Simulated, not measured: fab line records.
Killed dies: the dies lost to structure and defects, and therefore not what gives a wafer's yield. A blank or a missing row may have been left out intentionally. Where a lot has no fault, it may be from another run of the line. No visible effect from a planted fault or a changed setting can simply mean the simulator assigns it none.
fab line records | flow n5_finfet
record: lots: 15 wafers: 37 last_day: 18
route steps=1938 shown BEOL_M3@1009 BEOL_M4@1021
lots untouched by any fault: they come from a run of this same line in which no faults occurred
start_h: start of the lot's first displayed wafer, in hours after the record's first day | wait_h: how many hours have passed since the lot's step before this one | " as in the row above | L1.1+2: a single row standing in for several wafers | - no value, or no start was given | * or withheld: withheld | < > ~ a bound
route shown NAME@n: NAME is a module with steps in the file, n the number in the route of the first one | usual: mean/standard deviation taken from wafers without a fault | same: alike in all rows | chamber/n: place in a boat | sites: per-site readings | _std_site: how widely they spread, as a standard deviation | _edge_site: inner sites' mean taken away from outer sites' mean | radius_mm: for every site, how far away it sits from the centre of the wafer | mask NAME#n: copy n | behind: the tool/chamber that last shaped the wafer | hold: the reason the lot was held/the length of the hold in hours/how it ended | device: transistor that didn't switch, given as n, p or np | end of line: the same wafers' tests at the end of the route | where a step has no rows: the recipe by itself | killed: count of dies lost to structure and defects at first sort (not the wafer's yield) | map: per-die view of a wafer (x killed, . not killed, _ where there is no die)
set.NAME: the setting that was run; set.NAME@STEP: the one run at that earlier step | model.NAME: the simulator's own value behind a step, which no gauge read
steps of the route over a sample of lots; a table a step, a row a wafer
services: the hour from which a tool's chamber was out of use, counted from the record's first day as start_h (under 0 if before that day), plus the number of hours and why
== steps ==
step: N5_BEOL_M3_ANNEAL_95
recipe: temp_c: 400 time_s: 240 ambient: vacuum
usual: heater_power_w: 819/56 susceptor_temp_C: 400.00/0.21
columns lot.wafer tool chamber start_h wait_h heater_power_w susceptor_temp_C
L761.4 pvd_sputter-02 - 152.72 0.0 905 400.35
L761.6 " - " " 936 400.08
L764.2 pvd_sputter-02 - 167.41 0.0 764 399.77
L764.5 " - " " 937 400.03
L764.6 " - " " 761 400.04
L763.2 pvd_sputter-03 - 177.08 0.0 783 399.95
L763.3 " - " " 887 400.12
L765.1 pvd_sputter-01 - 181.89 0.0 763 400.06
L765.4 " - " " 769 399.83
L765.5 " - " " 751 400.17
L766.3 pvd_sputter-03 - 184.75 0.0 802 399.68
L766.4 " - " " 854 399.75
L766.6 " - " " 867 400.21
L768.1 pvd_sputter-03 - 188.28 0.0 874 399.74
L768.2 " - " " 872 399.88
L773.2 pvd_sputter-01 - 235.39 0.0 753 400.13
L773.6 " - " " 749 400.18
L774.2 pvd_sputter-01 - 258.22 0.0 772 400.15
L774.3 " - " " 820 399.94
L774.6 " - " " 764 399.74
L776.2 pvd_sputter-03 - 261.94 0.0 888 400.39
L776.4 " - " " 788 400.31
L776.6 " - " " 872 400.20
L777.1 pvd_sputter-02 - 262.76 0.0 917 399.76
L777.3 " - " " 894 399.80
L777.5 " - " " 955 399.91
L778.1 pvd_sputter-03 - 271.46 0.0 873 400.26
L778.4 " - " " 873 399.79
L782.2 pvd_sputter-03 - 288.76 0.0 813 400.21
L782.4 " - " " 863 400.25
L780.1 pvd_sputter-03 - 290.60 0.0 863 400.30
L780.6 " - " " 890 400.05
L781.3 pvd_sputter-01 - 298.45 0.0 837 400.30
L781.5 " - " " 757 399.79
L783.4 pvd_sputter-02 - 302.27 0.0 916 399.74
L783.5 " - " " 805 399.74
L783.6 " - " " 922 400.05
step: N5_BEOL_M3_THK_MEAS_53
recipe: thk_meas_gauge: xrf reads: Cu_of_BEOL_M3_ECD_50
usual: M3_THK: 40.3/2
columns lot.wafer tool chamber start_h wait_h M3_THK[nm]
L761.4 film_metro-02 - 153.72 - 43.8
L761.6 " - " " 38.9
L764.2 film_metro-01 - 168.34 - 38.7
L764.5 " - " " 42.5
L764.6 " - " " 40.3
L763.2 film_metro-02 - 178.01 - 39.3
L763.3 " - " " 37.6
L765.1 film_metro-01 - 182.82 - 38.8
L765.4 " - " " 42.1
L765.5 " - " " 40.4
L766.3 film_metro-02 - 185.68 - 39.9
L766.4 " - " " 41.3
L766.6 " - " " 44.0
L768.1 film_metro-01 - 189.22 - 41.7
L768.2 " - " " 38.4
L773.2 film_metro-02 - 236.32 - 37.1
L773.6 " - " " 38.2
L774.2 film_metro-02 - 259.16 - 40.7
L774.3 " - " " 38.1
L774.6 " - " " 39.3
L776.2 film_metro-02 - 262.87 - 41.4
L776.4 " - " " 39.3
L776.6 " - " " 38.2
L777.1 film_metro-02 - 263.68 - 38.3
L777.3 " - " " 40.9
L777.5 " - " " 43.6
L778.1 film_metro-01 - 272.39 - 41.5
L778.4 " - " " 40.5
L782.2 film_metro-01 - 289.69 - 38.0
L782.4 " - " " 42.0
L780.1 film_metro-01 - 291.53 - 40.4
L780.6 " - " " 40.7
L781.3 film_metro-01 - 299.57 - 39.9
L781.5 " - " " 43.7
L783.4 film_metro-02 - 303.20 - 38.9
L783.5 " - " " 38.5
L783.6 " - " " 37.9
step: N5_BEOL_M3_RS_MEAS_58
recipe: thk_meas_gauge: four-point-probe reads: Co_of_BEOL_M3_CO_CAP_55+Cu_of_BEOL_M3_ECD_50+Co_of_BEOL_M3_CVD_47+TaN_of_BEOL_M3_ALD_84
usual: M3_RS: 0.66/0.043
columns lot.wafer tool chamber start_h wait_h M3_RS[ohm/sq]
L761.4 film_metro-02 - 153.98 0.0 0.60
L761.6 " - " " 0.70
L764.2 film_metro-02 - 168.60 0.1 0.69
L764.5 " - " " 0.61
L764.6 " - " " 0.66
L763.2 film_metro-01 - 178.27 0.1 0.68
L763.3 " - " " 0.72
L765.1 film_metro-01 - 183.08 0.0 0.69
L765.4 " - " " 0.62
L765.5 " - " " 0.66
L766.3 film_metro-01 - 185.94 0.1 0.67
L766.4 " - " " 0.64
L766.6 " - " " 0.59
L768.1 film_metro-01 - 189.48 0.0 0.63
L768.2 " - " " 0.70
L773.2 film_metro-01 - 236.58 0.1 0.75
L773.6 " - " " 0.72
L774.2 film_metro-01 - 259.42 0.1 0.66
L774.3 " - " " 0.71
L774.6 " - " " 0.68
L776.2 film_metro-01 - 263.13 0.1 0.64
L776.4 " - " " 0.69
L776.6 " - " " 0.71
L777.1 film_metro-01 - 263.94 0.0 0.71
L777.3 " - " " 0.65
L777.5 " - " " 0.60
L778.1 film_metro-01 - 272.65 0.0 0.63
L778.4 " - " " 0.65
L782.2 film_metro-01 - 289.95 0.1 0.71
L782.4 " - " " 0.62
L780.1 film_metro-01 - 291.79 0.0 0.65
L780.6 " - " " 0.64
L781.3 film_metro-02 - 299.83 0.1 0.66
L781.5 " - " " 0.58
L783.4 film_metro-01 - 303.46 0.0 0.70
L783.5 " - " " 0.70
L783.6 " - " " 0.71
step: N5_BEOL_M4_ILD_DEP_00
recipe: material: SiOC target_thk_a: 790 temp_c: 350 precursor: DEMS/O2 pressure_torr: 5 rf_w: 500 time_s: 15.3
usual: heater_power_w: 487/61 rf_fwd_power_W: 494.3/2.2 showerhead_plenum_p_Torr: 5.697/0.017 susceptor_temp_C: 349.99/0.22 throttle_valve_pct: 11.9/0.41
columns lot.wafer tool chamber start_h wait_h heater_power_w rf_fwd_power_W showerhead_plenum_p_Torr susceptor_temp_C throttle_valve_pct
L761.4 pecvd-03 1 154.05 0.1 517 497.9 5.643 349.85 12.4
L761.6 " 1 " " 507 497.2 5.659 349.96 12.4
L764.2 pecvd-03 2 168.66 0.0 461 496.3 5.699 349.92 12.3
L764.5 " 0 " " 458 495.7 5.691 349.96 12.0
L764.6 " 2 " " 464 494.0 5.709 349.83 12.2
L763.2 pecvd-04 2 178.33 0.0 556 494.9 5.703 349.78 11.8
L763.3 " 0 " " 607 492.8 5.712 350.06 11.6
L765.1 pecvd-03 2 183.14 0.0 472 - 5.693 - 11.9
L765.4 " 0 " " 459 493.1 5.700 350.04 11.9
L765.5 " 2 " " 472 496.4 5.695 349.83 12.2
L766.3 pecvd-03 1 186.00 0.0 480 495.2 5.659 349.60 12.3
L766.4 " 0 " " 449 494.7 5.693 350.06 11.8
L766.6 " 2 " " 483 - 5.691 - 12.3
L768.1 pecvd-03 1 189.55 0.0 419 - 5.662 - 12.3
L768.2 " 2 " " 430 494.6 5.713 349.92 12.1
L773.2 pecvd-04 2 236.64 0.0 485 493.7 5.710 350.38 11.7
L773.6 " 0 " " 612 493.3 5.695 350.25 11.9
L774.2 pecvd-04 1 259.48 0.0 364 497.3 5.710 350.23 12.8
L774.3 " 0 " " 535 493.7 5.697 349.96 11.7
L774.6 " 0 " " 541 495.0 5.694 350.46 11.7
L776.2 pecvd-04 1 263.19 0.0 386 497.8 5.703 350.61 12.6
L776.4 " 2 " " 434 496.0 5.724 350.10 11.4
L776.6 " 0 " " 585 494.0 5.709 350.01 11.7
L777.1 pecvd-03 0 264.01 0.0 427 495.3 5.710 350.57 12.1
L777.3 " 2 " " 391 496.8 5.685 349.79 11.3
L777.5 " 2 " " 410 492.8 5.683 350.11 11.7
L778.1 pecvd-01 1 272.71 0.0 613 494.6 5.716 350.09 11.4
L778.4 " 0 " " 522 491.6 5.709 349.97 11.5
L782.2 pecvd-03 2 290.01 0.0 440 494.0 5.670 349.91 11.4
L782.4 " 2 " " 440 494.6 5.696 350.26 11.6
L780.1 pecvd-04 2 291.85 0.0 529 495.3 5.714 349.98 11.9
L780.6 " 1 " " 386 493.8 5.702 349.50 12.7
L781.3 pecvd-04 2 299.89 0.0 528 494.7 5.690 350.19 11.9
L781.5 " 2 " " 535 496.7 5.710 350.37 11.9
L783.4 pecvd-03 0 303.54 0.1 458 496.6 5.686 349.91 12.4
L783.5 " 1 " " 494 495.1 5.676 349.58 12.5
L783.6 " 2 " " 403 497.8 5.680 349.58 11.5
step: N5_BEOL_M4_THK_MEAS_01
recipe: reads: SiOC_of_BEOL_M4_ILD_DEP_00
usual: M4_ILD_THK: 78.7/1.1
columns lot.wafer tool chamber start_h wait_h M4_ILD_THK[nm]
L761.4 film_metro-02 - 154.12 0.1 77.8
L761.6 " - " " 78.1
L764.2 film_metro-02 - 168.73 0.1 79.2
L764.5 " - " " 78.5
L764.6 " - " " 79.2
L763.2 film_metro-02 - 178.40 0.1 79.2
L763.3 " - " " 78.5
L765.1 film_metro-01 - 183.21 0.0 23.3
L765.4 " - " " 79.6
L765.5 " - " " 80.2
L766.3 film_metro-01 - 186.07 0.1 77.9
L766.4 " - " " 80.3
L766.6 " - " " 24.0
L768.1 film_metro-02 - 189.61 0.0 22.3
L768.2 " - " " 80.2
L773.2 film_metro-01 - 236.71 0.1 79.5
L773.6 " - " " 78.9
L774.2 film_metro-01 - 259.55 0.1 77.4
L774.3 " - " " 78.4
L774.6 " - " " 79.7
L776.2 film_metro-01 - 263.26 0.1 76.3
L776.4 " - " " 79.6
L776.6 " - " " 80.0
L777.1 film_metro-02 - 264.07 0.0 78.8
L777.3 " - " " 79.1
L777.5 " - " " 81.4
L778.1 film_metro-02 - 272.78 0.0 78.0
L778.4 " - " " 79.0
L782.2 film_metro-01 - 290.08 0.1 79.2
L782.4 " - " " 80.5
L780.1 film_metro-01 - 291.92 0.0 78.8
L780.6 " - " " 77.5
L781.3 film_metro-01 - 299.96 0.1 77.5
L781.5 " - " " 79.9
L783.4 film_metro-02 - 303.59 0.0 80.7
L783.5 " - " " 79.3
L783.6 " - " " 81.1
step: N5_BEOL_M4_RC_MEAS_101
usual: DIBL_N: 36.1/2 DIBL_P: 36.3/2.5 IOFF_N: 0.16/0.037 IOFF_P: 0.21/0.039 ION_N: 678/15 ION_P: 465/8.7 SS_N: 71.4/0.7 SS_P: 73.3/0.74 VT_N: 249/3.6 VT_P: -250.0/2.9
columns lot.wafer tool chamber start_h wait_h DIBL_N[mV/V] DIBL_P[mV/V] IOFF_N[nA/um] IOFF_P[nA/um] ION_N[uA/um] ION_P[uA/um] SS_N[mV/dec] SS_P[mV/dec] VT_N[mV] VT_P[mV]
L761.4 prober-01 0 162.15 0.5 35.5 36.4 0.16 0.26 669 475 72.2 73.6 251 -243.3
L761.6 " 0 " " 33.2 33.5 0.11 0.20 649 462 71.1 72.7 257 -247.6
L764.2 prober-02 0 181.22 0.2 33.3 30.4 0.09 0.15 643 452 70.6 72.3 257 -252.8
L764.5 " 0 " " 36.9 35.9 0.14 0.21 684 470 71.0 72.7 250 -250.1
L764.6 " 0 " " 33.6 30.2 0.09 0.14 642 443 70.6 71.8 258 -255.9
L763.2 prober-01 0 191.52 0.2 35.7 35.4 0.14 0.17 675 457 70.6 73.0 254 -255.2
L763.3 " 0 " " 37.6 37.8 0.18 0.22 674 460 72.1 74.7 249 -249.7
L765.4 prober-01 0 196.29 0.5 39.2 36.4 0.20 0.25 681 459 72.3 73.8 247 -249.6
L765.5 " 0 " " 38.7 36.8 0.18 0.26 688 473 72.6 73.2 249 -251.2
L766.3 prober-02 0 198.11 0.3 36.2 37.4 0.16 0.21 679 463 71.7 73.2 249 -253.5
L766.4 " 0 " " 34.6 35.8 0.13 0.18 671 466 71.1 72.5 256 -253.8
L768.2 prober-02 0 199.78 0.2 32.3 30.4 0.09 0.14 653 459 70.1 71.2 257 -253.7
L773.2 prober-02 0 256.44 0.2 38.8 41.2 0.25 0.32 705 485 72.3 73.9 243 -243.5
L773.6 " 0 " " 38.7 39.1 0.23 0.27 697 474 72.0 73.4 244 -249.4
L774.2 prober-02 0 275.26 0.2 38.2 39.3 0.20 0.22 691 468 72.0 73.3 247 -249.6
L774.3 " 0 " " 39.7 41.3 0.26 0.26 715 482 72.2 74.2 241 -246.2
L774.6 " 0 " " 39.1 40.2 0.21 0.24 680 459 72.0 74.2 245 -248.8
L777.1 prober-02 0 283.95 0.0 32.4 32.2 0.11 0.13 660 448 70.8 71.7 252 -256.9
L777.3 " 0 " " 35.0 36.2 0.15 0.18 670 458 71.6 73.5 250 -254.3
L777.5 " 0 " " 32.9 34.0 0.13 0.16 675 461 70.4 71.8 248 -254.9
L776.2 prober-02 0 285.04 0.7 38.7 38.7 0.22 0.25 690 463 72.0 74.1 246 -247.5
L776.4 " 0 " " 37.1 37.5 0.20 0.23 690 469 71.7 72.8 246 -248.3
L776.6 " 0 " " 38.4 39.5 0.22 0.27 697 469 72.0 74.3 242 -247.3
L778.1 prober-02 0 299.15 0.0 35.3 36.6 0.15 0.21 654 456 71.2 73.1 252 -249.0
L778.4 " 0 " " 34.1 34.7 0.14 0.19 674 473 70.5 71.9 251 -250.6
L782.2 prober-02 0 306.21 0.2 38.5 39.9 0.21 0.22 685 455 72.0 74.3 248 -252.6
L782.4 " 0 " " 35.2 34.9 0.15 0.16 671 451 70.6 72.9 252 -256.1
L780.1 prober-02 0 308.27 0.0 34.5 35.3 0.15 0.20 690 476 71.0 72.5 249 -250.5
L780.6 " 0 " " 34.3 35.2 0.13 0.19 660 453 70.8 72.5 252 -249.1
L781.3 prober-02 0 318.94 0.3 35.6 35.0 0.15 0.20 675 466 71.8 73.3 250 -247.7
L781.5 " 0 " " 33.9 33.2 0.13 0.20 679 471 70.7 73.0 252 -248.3
L783.4 prober-01 0 325.44 0.5 39.8 41.0 0.25 0.31 702 476 72.3 74.4 242 -245.9
L783.5 " 0 " " 36.3 37.9 0.17 0.25 687 474 71.1 74.2 246 -244.9
L783.6 " 0 " " 37.8 38.1 0.21 0.24 689 460 72.4 74.1 244 -248.1
== services ==
columns tool chamber start_h hours kind
pecvd-01 2 131.50 6.3 repair
pecvd-04 0 131.92 2.1 scheduled_down
pecvd-01 1 133.26 - calibration
pecvd-03 0 152.39 2.1 scheduled_down
pecvd-03 2 154.52 5.5 scheduled_down
pecvd-04 - 155.23 2.8 pm
pecvd-04 - 160.06 0.3 repair
pecvd-03 2 202.38 - clean
pecvd-03 2 202.38 - consumable_replace:showerhead
pecvd-03 2 202.38 29.0 scheduled_down
pecvd-03 2 202.38 29.0 vent_cycle
pecvd-04 1 210.67 3.4 repair
pecvd-04 1 214.10 5.5 scheduled_down
pecvd-04 1 219.64 5.5 scheduled_down
pecvd-03 0 237.39 5.5 scheduled_down
pecvd-04 0 238.10 - calibration
pecvd-03 0 243.03 4.9 repair
pecvd-01 2 245.23 12.9 repair
pecvd-03 2 273.09 2.1 scheduled_down
== key ==
first_sign: step: N5_BEOL_M4_THK_MEAS_01 reading: M4_ILD_THK direction: down sigmas: 53 usual: 78.7 struck: 23.2
effect none on later readings
met_at N5_BEOL_M4_ILD_DEP_00
struck_lots L765,L766,L768
struck_wafers L765.1,L766.6,L768.1
later_rows_left_out L765.1,L766.6,L768.1
sort_left_out L765.1,L766.6,L768.1
not_acting_at N5_BEOL_M3_ANNEAL_95,N5_BEOL_M3_THK_MEAS_53,N5_BEOL_M3_RS_MEAS_58
onset_between 168.66 183.14
fault: kind: process_parameter_drift tool: pecvd-03 chamber: - onset_h: 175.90 steps: N5_BEOL_M4_ILD_DEP_00 channel: time_s offset: * shape: step end_h: 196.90 scope: struck_wafers_only acts_in: * stated: *
sort_left_out: the simulated sort isn't trusted on such a fault, so these wafers' sort isn't shown, and their yield isn't known
later_rows_left_out: the simulator's readings of these wafers behind a module that went badly wrong aren't trusted and aren't shown, but for the sort
